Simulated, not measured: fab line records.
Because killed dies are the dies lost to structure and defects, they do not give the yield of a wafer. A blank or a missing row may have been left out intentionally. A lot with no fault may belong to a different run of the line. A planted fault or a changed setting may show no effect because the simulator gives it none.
Struck lot and sound lot, side by side    flow n5_finfet    36 out of 1938 route steps
Sound: wafers L916.1, L916.4, L916.5. The struck wafers were L908.3, L908.6. The cause is named last.
Per side, at each step with rows, come the tool, then ch with its chambers, and then its first start. Under that, the readings that differ: sound wafers    struck wafers    difference of the means    sigmas: that difference in standard deviations of wafers without a fault.
alike: a reading whose means differ by less than 2 such deviations, as well as words and numbers matching on both sides. not compared: withheld readings; readings where some wafer has no value; bounds like >300 that might hide an equal value; numbers whose values overlap and for which the record gives no deviation.
Wherever a step has rows on one side only, a row that says differs or no value, or a row with sigmas, the two part there. Numbers that have no deviation but don't overlap get no sigmas and don't part them. A reading missing from all wafers of one side parts the sides only when that side holds two or more wafers.

first, 8 steps without rows for these wafers: N5_BEOL_M3_ANNEAL_51 (time 90 s); N5_BEOL_M3_CMP_52 (polishes, stops on SiOC, t overpolish 6.8 s, target thk 40 nm); N5_BEOL_M3_PRE_CLEAN_60 (time 15 s); N5_BEOL_M3_CO_CAP_55 (material Co, precursor CCTBA/H2, target thk 2 nm, time 102.1 s); N5_BEOL_M3_PRE_CLEAN_56 (time 15 s); N5_BEOL_M3_DEP_57 (deposits SiCN from 3MS/NH3, target thk 8 nm, time 14 s); N5_BEOL_M4_ILD_DEP_00 (deposits SiOC from DEMS/O2, target thk 79 nm, time 15.3 s); N5_BEOL_M4_PECVD_72 (deposits SiO2 from TEOS/O2, target thk 16 nm, time 18 s).
N5_BEOL_M4_HM_DEP_02: deposits TiN, target thk 20 nm.
  sound: pvd_sputter-01 at day 14 14:47; struck: pvd_sputter-02 at day 12 20:39
reading                                     sound         struck     difference  sigmas
model.TiN_of_BEOL_M4_HM_DEP_02.thk_nm (nm)  20.2 20 19.8  14.8 15.2  -5.0        
  alike: throttle_valve_pct
then, 16 steps without rows for these wafers: N5_BEOL_M4_COAT_61 (time 60 s, resist thk 60 nm); N5_BEOL_M4_COAT_62 (time 60 s, resist thk 12 nm); N5_BEOL_M4_COAT_73 (time 60 s, resist thk 5 nm); N5_BEOL_M4_COAT_05 (resist thk 30 nm); N5_BEOL_M4_EBR_07; N5_BEOL_M4_SOFTBAKE_06 (time 60 s); N5_BEOL_M4_EXPOSE_08 (exposes mask M4); N5_BEOL_M4_PEB_09 (peb time 60 s); N5_BEOL_M4_DEVELOP_10 (develop time 30 s); N5_BEOL_M4_DESCUM_16 (chemistry O2, time 7 s); N5_BEOL_M4_ETCH_74 (etches underlayer in N2/H2, target depth 6.5 nm, time 5.2 s); N5_BEOL_M4_ETCH_63 (etches SiARC in CF4, target depth 15.6 nm, time 26 s); N5_BEOL_M4_ETCH_64 (etches SOC in N2/H2, target depth 75 nm, overetch 22.5 nm, time 121.9 s); N5_BEOL_M4_STRIP_65 (strips in N2/H2); N5_BEOL_M4_STRIP_75 (strips in N2/H2); N5_BEOL_M4_STRIP_66 (strips in CF4).
N5_BEOL_M4_HM_OPEN_17: chemistry Cl2/BCl3, target TiN, target depth 20 nm, overetch 6 nm.
  sound on rie_metal-01 ch 0,1, day 14 15:41; struck on rie_metal-03 ch 1, day 12 21:36
reading                   sound              struck       difference  sigmas
model.etch.depth_nm (nm)  20.16 20.05 19.81  14.82 15.17  -5.01       
  alike: drypump_motor_current_A, oes_product_au, throttle_valve_pct
  not compared: rf_hours_counter_h
then, 8 steps without rows for these wafers: N5_BEOL_M4_STRIP_19 (strips in O2); N5_BEOL_M4_COAT_67 (time 60 s, resist thk 60 nm); N5_BEOL_M4_COAT_68 (time 60 s, resist thk 12 nm); N5_BEOL_M4_COAT_76 (time 60 s, resist thk 5 nm); N5_BEOL_M4_COAT_22 (resist thk 30 nm); N5_BEOL_M4_EBR_24; N5_BEOL_M4_SOFTBAKE_23 (time 60 s); N5_BEOL_M4_EXPOSE_25 (exposes mask V3, defocus 5 nm).
N5_BEOL_M4_TRENCH_ETCH_37: etches SiOC in C4F6/O2, target depth 55.555 nm, time 29.2 s.
  sound: rie_diel-05 ch 1,3; struck: rie_diel-01 ch 2,3
reading                                     sound           struck     difference  sigmas
drypump_motor_current_A (A)                 6.6 6.6 6.0     5.2 5.0    -1.3        -3
model.TiN_of_BEOL_M4_HM_DEP_02.thk_nm (nm)  17.8 17.8 17.4  12.6 12.8  -5.0        
  alike: oes_product_au, rf_vpp_V, showerhead_plenum_p_Torr, throttle_valve_pct
  not compared: rf_hours_counter_h
N5_BEOL_M4_RC_MEAS_101:
  sound on prober-01 ch 0, day 15 22:19; struck on prober-01 ch 0, day 13 20:49
reading        sound        struck   difference  sigmas
ION_N (uA/um)  697 692 696  675 677  -19         -2
  alike: DIBL_N, DIBL_P, IOFF_N, IOFF_P, ION_P, SS_N, SS_P, VT_N, VT_P

WHERE THEY PART
Last at N5_BEOL_M4_RC_MEAS_101 as far as this record goes, first at N5_BEOL_M4_TRENCH_ETCH_37.

WHY: the cause the simulator had injected
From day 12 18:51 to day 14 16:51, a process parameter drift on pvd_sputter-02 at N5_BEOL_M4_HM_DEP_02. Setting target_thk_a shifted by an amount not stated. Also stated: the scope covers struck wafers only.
